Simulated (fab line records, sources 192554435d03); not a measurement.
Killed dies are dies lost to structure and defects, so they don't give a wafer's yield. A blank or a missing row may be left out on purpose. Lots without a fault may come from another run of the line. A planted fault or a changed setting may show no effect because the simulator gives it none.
fab line records | flow n5_finfet
record lots=9 wafers=27 last_day=16
route steps=1938 shown HKMG_FIN@433 GATE_CUT@468 BEOL_M4@1111
lots that met no fault: from a run of the same line without faults
start_h: hours from the record's first day to the start of the lot's first wafer shown | wait_h: hours since the lot's step before | " the same as in the row above | L1.1+2: a row that stands for several wafers | - no value, or no start given | * or withheld: withheld | < > ~ a bound
route shown NAME@n: a module of which the file shows steps, and the number in the route of the first | usual: mean/standard deviation of fault-free wafers | same: alike in all rows | chamber/n: place in a boat | sites: the reading at each site | _std_site: their standard deviation | _edge_site: outer sites' mean less inner sites' | radius_mm: how far each site lies from the wafer's centre | mask NAME#n: copy n | behind: the tool/chamber that last shaped the wafer | hold: why the lot was held/for how many hours/how that ended | device: the transistor (n, p or np) that didn't switch | end of line: the same wafers' tests at the end of the route | a step without rows: its recipe alone | killed: dies lost to structure and defects at the first sort, not the wafer's yield | map: a wafer's dies, x killed, . not, _ none there
set.NAME: the setting as run; set.NAME@STEP: as run at that earlier step | model.NAME: the simulator's own value behind a step, which no gauge read
steps of the route over a sample of lots; a table a step, a row a wafer
services: from which hour (start_h, from the record's first day; less than 0 if before it) a tool's chamber was out of use, for how many hours, and why
## steps
# step N5_HKMG_FIN_DESCUM_17
# recipe chemistry=O2 time_s=7.9 source_power_w=50 bias_power_w=20 pressure_mtorr=20 rf_frequency_hz=2.712e+07 temp_c=40 resist=CAR-ArF o2_flow_sccm=225
# usual drypump_motor_current_A=5.9/0.46 oes_product_au=0.78/0.065 rf_fwd_power_W=49.34/0.21 rf_vpp_V=243.2/1.1 showerhead_plenum_p_Torr=2.10/0.059 throttle_valve_pct=20.51/0.23
# columns lot.wafer tool chamber start_h wait_h drypump_motor_current_A oes_product_au rf_fwd_power_W rf_hours_counter_h rf_vpp_V showerhead_plenum_p_Torr throttle_valve_pct
L453.1 rie_diel-01 1 79.09 0.2 6.1 0.90 49.47 41 243.6 2.15 20.65
L453.3 " 3 " " 6.7 0.73 49.57 195 243.1 2.17 20.71
L453.4 " 2 " " 5.6 0.81 49.40 72 242.1 2.04 20.56
L455.1 rie_diel-01 3 86.49 0.0 6.6 0.72 49.39 197 246.0 2.17 20.71
L455.2 " 1 " " 6.2 0.89 49.46 42 243.0 2.15 20.65
L455.4 " 0 " " 5.9 0.77 49.66 136 241.8 2.00 20.13
L457.3 rie_diel-01 3 99.55 0.0 6.7 0.72 49.56 201 244.9 2.17 20.71
L457.4 " 2 " " 5.6 0.80 49.54 - 242.1 2.04 20.55
L457.5 " 0 " " 5.9 0.77 49.35 - 242.4 2.00 20.13
L464.2 rie_diel-02 1 146.40 0.2 5.8 0.77 49.10 146 242.3 2.10 20.58
L464.3 " 3 " " 5.2 0.72 49.65 183 242.1 2.10 20.32
L464.4 " 2 " " 6.6 0.76 49.60 162 244.1 2.18 20.83
L465.1 rie_diel-04 0 150.05 0.2 5.3 0.70 49.16 195 242.5 2.07 20.35
L465.3 " 1 " " 5.6 0.83 48.88 73 243.8 2.11 20.50
L465.5 " 2 " " 5.9 0.81 48.99 - 245.3 2.10 20.03
L466.1 rie_diel-02 3 156.57 0.2 5.2 0.72 49.42 186 243.6 2.09 20.32
L466.5 " 2 " " 6.6 0.75 49.47 - 244.3 2.18 20.82
L466.6 " 3 " " 5.2 0.72 49.66 - 242.9 2.09 20.33
L467.1 rie_diel-02 0 159.05 0.0 6.2 0.90 49.81 17 243.0 2.15 20.34
L467.2 " 2 " " 6.7 0.75 49.16 167 243.9 2.18 20.85
L467.5 " 2 " " 6.6 0.75 49.38 - 243.4 2.18 20.83
L468.1 rie_diel-02 1 165.92 0.0 5.8 0.76 49.28 152 244.2 2.09 20.58
L468.4 " 3 " " 5.2 0.71 49.38 - 242.8 2.09 20.34
L468.5 " 1 " " 5.8 0.77 49.25 - 243.6 2.09 20.58
L471.2 rie_diel-01 2 185.77 0.3 5.6 0.77 49.47 109 243.3 2.03 20.60
L471.4 " 1 " " 6.2 0.85 49.42 75 242.6 2.13 20.70
L471.5 " 3 " " 6.7 0.70 49.17 - 244.3 2.15 20.75
# step N5_HKMG_FIN_STRIP_69
# recipe chemistry=N2/H2 power_w=2500 temp_c=300 h2_frac=0.65 time_s=360 pressure_mtorr=withheld n2_flow_sccm=1750 h2_flow_sccm=3250
# usual drypump_motor_current_A=5.38/0.27 heater_power_w=494/21
# columns lot.wafer tool chamber start_h wait_h drypump_motor_current_A heater_power_w rf_hours_counter_h
L453.1 plasma_asher-02 0 82.18 0.2 4.97 489 78
L453.3 " 0 " " 4.96 487 -
L453.4 " 1 " " 5.16 511 -
L455.1 plasma_asher-02 1 89.25 0.1 5.14 533 81
L455.2 " 0 " " 4.94 490 81
L455.4 " 1 " " 5.14 523 -
L457.3 plasma_asher-01 1 102.69 0.3 5.68 507 -
L457.4 " 0 " " 5.47 458 -
L457.5 " 0 " " 5.47 477 -
L464.2 plasma_asher-01 1 149.30 0.2 5.65 506 52
L464.3 " 0 " " 5.45 470 -
L464.4 " 1 " " 5.68 509 -
L465.1 plasma_asher-01 1 152.80 0.1 5.69 499 53
L465.3 " 1 " " 5.66 507 -
L465.5 " 1 " " 5.69 511 -
L466.1 plasma_asher-01 1 159.32 0.1 5.65 503 54
L466.5 " 0 " " 5.47 467 -
L466.6 " 1 " " 5.71 515 -
L467.1 plasma_asher-02 1 161.86 0.1 5.14 514 92
L467.2 " 0 " " 4.96 495 92
L467.5 " 1 " " 5.16 524 -
L468.1 plasma_asher-02 1 168.80 0.2 5.16 524 94
L468.4 " 0 " " 4.99 485 -
L468.5 " 0 " " 4.99 472 -
L471.2 plasma_asher-01 1 188.59 0.1 5.70 509 59
L471.4 " 0 " " 5.47 474 -
L471.5 " 0 " " 5.47 465 -
# step N5_HKMG_FIN_ALD_72
# recipe material=W target_thk_a=20 temp_c=300 pressure_torr=7.5 ald_precursor_family=WF6 ald_co_reactant=B2H6 pulse_time_s=1 purge_time_s=2 co_reactant_purge_time_s=2 co_reactant_pulse_time_s=3 ald_cycles=7
# usual ald_cycles=7/0 heater_power_w=486/25 precursor_pulse_height_rel=0.997/0.02
# columns lot.wafer tool chamber start_h wait_h ald_cycles heater_power_w precursor_pulse_height_rel
L453.1 cvd_w-01 1 82.92 0.2 7 483 1.017
L453.3 " 0 " " 7 475 0.973
L453.4 " 1 " " 7 488 0.990
L455.1 cvd_w-01 0 89.99 0.2 7 478 1.018
L455.2 " 1 " " 7 479 0.967
L455.4 " 0 " " 7 483 1.020
L457.3 cvd_w-02 1 103.33 0.2 7 427 1.016
L457.4 " 0 " " 7 504 0.999
L457.5 " 0 " " 7 506 0.998
L464.2 cvd_w-02 0 150.05 0.2 7 509 1.006
L464.3 " 1 " " 7 426 1.017
L464.4 " 0 " " 7 505 0.999
L465.1 cvd_w-01 1 153.54 0.2 5 489 1.037
L465.3 " 1 " " 5 484 0.998
L465.5 " 0 " " 7 487 0.999
L466.1 cvd_w-01 0 160.07 0.2 5 477 0.958
L466.5 " 1 " " 7 497 0.999
L466.6 " 0 " " 7 491 0.973
L467.1 cvd_w-02 1 162.60 0.2 7 436 0.999
L467.2 " 0 " " 7 512 0.991
L467.5 " 1 " " 7 430 0.980
L468.1 cvd_w-02 0 169.56 0.2 7 504 1.022
L468.4 " 1 " " 7 420 1.024
L468.5 " 0 " " 7 528 1.014
L471.2 cvd_w-02 0 189.35 0.2 7 512 0.999
L471.4 " 0 " " 7 522 0.996
L471.5 " 0 " " 7 508 1.002
# step N5_GATE_CUT_VAPOR_ETCH_60
# recipe chemistry=BCl3/Cl2 target=HfO2 mode=isotropic
# usual drypump_motor_current_A=5.7/0.51 oes_product_au=0.71/0.046
# columns lot.wafer tool chamber start_h wait_h drypump_motor_current_A oes_product_au
L453.1 rie_metal-02 0 84.08 0.0 5.2 0.70
L453.3 " 0 " " 5.1 0.70
L453.4 " 1 " " 6.5 0.69
L455.1 rie_metal-02 1 91.20 0.0 6.5 0.69
L455.2 " 0 " " 5.2 0.69
L455.4 " 1 " " 6.5 0.69
L457.3 rie_metal-03 1 104.48 0.0 5.0 0.83
L457.4 " 0 " " 5.8 0.63
L457.5 " 0 " " 5.8 0.63
L464.2 rie_metal-03 1 151.20 0.0 5.0 0.82
L464.3 " 1 " " 5.0 0.84
L464.4 " 0 " " 5.8 0.62
L465.1 rie_metal-01 1 154.71 0.0 5.7 0.76
L465.3 " 1 " " 5.7 0.76
L465.5 " 1 " " 5.7 0.76
L466.1 rie_metal-01 1 161.36 0.0 5.7 0.76
L466.5 " 1 " " 5.8 0.76
L466.6 " 0 " " 5.7 0.70
L467.1 rie_metal-02 1 163.76 0.0 6.5 0.68
L467.2 " 0 " " 5.1 0.69
L467.5 " 0 " " 5.1 0.69
L468.1 rie_metal-02 1 170.96 0.1 6.5 0.68
L468.4 " 1 " " 6.5 0.68
L468.5 " 1 " " 6.5 0.68
L471.2 rie_metal-02 0 190.58 0.0 5.1 0.69
L471.4 " 0 " " 5.1 0.69
L471.5 " 1 " " 6.4 0.67
# step N5_BEOL_M4_RC_MEAS_101
# usual DIBL_N=36.1/1.6 DIBL_P=35.8/2.1 IOFF_N=0.16/0.031 IOFF_P=0.21/0.034 ION_N=673/12 ION_P=461/7.2 SS_N=71.4/0.59 SS_P=73.3/0.63 VT_N=250/3.1 VT_P=-250/3.3
# columns lot.wafer tool chamber start_h wait_h DIBL_N[mV/V] DIBL_P[mV/V] IOFF_N[nA/um] IOFF_P[nA/um] ION_N[uA/um] ION_P[uA/um] SS_N[mV/dec] SS_P[mV/dec] VT_N[mV] VT_P[mV]
L453.1 prober-02 0 175.25 0.0 36.1 36.1 0.17 0.21 676 463 71.7 73.4 248 -253
L453.3 " 0 " " 36.0 35.6 0.16 0.21 670 457 71.8 73.3 249 -250
L453.4 " 0 " " 36.9 36.0 0.17 0.21 689 465 71.4 74.3 247 -252
L455.1 prober-02 0 186.04 0.0 34.3 33.2 0.11 0.15 661 454 71.0 72.4 254 -255
L455.2 " 0 " " 35.6 35.8 0.13 0.19 663 458 70.2 73.4 251 -254
L455.4 " 0 " " 35.1 33.9 0.12 0.16 661 460 71.0 72.8 254 -254
L457.3 prober-02 0 201.06 0.3 36.3 36.9 0.17 0.21 683 459 71.6 73.3 250 -253
L457.4 " 0 " " 36.1 37.0 0.17 0.21 677 457 71.6 73.4 249 -253
L457.5 " 0 " " 38.2 39.6 0.23 0.27 687 465 72.3 74.0 243 -249
L464.2 prober-01 0 246.21 0.2 34.2 34.8 0.14 0.20 666 463 70.9 72.3 250 -249
L464.3 " 0 " " 34.6 36.0 0.15 0.21 688 478 71.3 72.5 248 -250
L464.4 " 0 " " 36.7 36.9 0.18 0.21 687 471 71.7 73.6 247 -254
L465.1 prober-01 0 250.77 0.0 36.6 36.1 0.16 0.22 667 463 71.8 73.7 249 -248
L465.3 " 0 " " 36.2 34.7 0.15 0.19 665 457 71.3 72.7 253 -249
L465.5 " 0 " " 33.7 32.1 0.12 0.16 658 448 70.5 72.8 252 -251
L467.1 prober-02 0 253.84 0.0 37.1 36.5 0.18 0.21 686 469 72.0 73.1 246 -251
L467.2 " 0 " " 35.9 36.2 0.16 0.21 676 464 71.6 73.7 247 -252
L467.5 " 0 " " 36.5 36.0 0.17 0.21 678 460 71.8 73.5 248 -252
L466.1 prober-01 0 255.55 0.0 37.8 38.7 0.20 0.28 680 468 71.4 73.7 248 -247
L466.5 " 0 " " 34.7 34.4 0.13 0.20 676 463 71.5 73.3 253 -250
L466.6 " 0 " " 35.8 36.0 0.15 0.23 672 462 71.4 73.7 249 -250
L468.1 prober-01 0 259.67 0.0 35.4 35.8 0.15 0.21 672 465 71.2 73.1 249 -250
L468.4 " 0 " " 33.9 34.5 0.13 0.18 656 454 70.8 72.5 254 -250
L468.5 " 0 " " 32.9 33.4 0.11 0.17 646 457 70.6 72.7 253 -252
L471.2 prober-01 0 281.00 0.2 36.2 36.4 0.15 0.20 669 461 70.9 73.8 250 -251
L471.4 " 0 " " 35.7 36.7 0.14 0.20 673 465 71.5 73.3 251 -250
L471.5 " 0 " " 38.9 39.9 0.20 0.25 676 463 72.4 74.3 246 -247
## services
# columns tool chamber start_h hours kind
rie_diel-02 1 60.94 12.0 repair
rie_diel-01 1 68.06 6.8 repair
plasma_asher-01 - 81.45 1.4 repair
rie_metal-02 - 85.09 0.1 repair
rie_diel-02 0 91.12 - clean
rie_diel-02 0 91.12 - consumable_replace:focus_ring
rie_diel-02 0 91.12 16.2 scheduled_down
rie_diel-02 0 91.12 16.2 vent_cycle
rie_diel-01 1 98.46 4.6 repair
cvd_w-02 0 120.33 5.9 repair
plasma_asher-01 - 131.10 4.4 repair
cvd_w-01 0 138.05 2.5 repair
rie_diel-04 3 149.90 3.7 repair
cvd_w-01 0 160.25 3.6 repair
rie_diel-02 2 165.11 1.6 repair
rie_metal-02 0 166.26 7.7 repair
rie_diel-02 1 169.68 5.5 repair
rie_diel-04 3 174.05 - clean
rie_diel-04 3 174.05 - consumable_replace:focus_ring
rie_diel-04 3 174.05 32.0 scheduled_down
rie_diel-04 3 174.05 32.0 vent_cycle
rie_diel-02 - 176.27 14.6 pm
plasma_asher-01 - 177.47 2.0 repair
cvd_w-02 1 184.36 27.5 repair
## key
first_sign step=N5_HKMG_FIN_ALD_72 reading=ald_cycles direction=down sigmas=99+ usual=* struck=*
effect none on later readings
met_at N5_HKMG_FIN_ALD_72
struck_lots L465,L466
struck_wafers L465.1,L465.3,L466.1
not_acting_at N5_HKMG_FIN_DESCUM_17,N5_HKMG_FIN_STRIP_69,N5_GATE_CUT_VAPOR_ETCH_60
onset_between 89.99 153.54
fault kind=process_parameter_drift tool=cvd_w-01 chamber=- onset_h=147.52 steps=N5_HKMG_FIN_ALD_72 channel=ald_cycles offset=* shape=step end_h=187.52 scope=struck_wafers_only stated=*
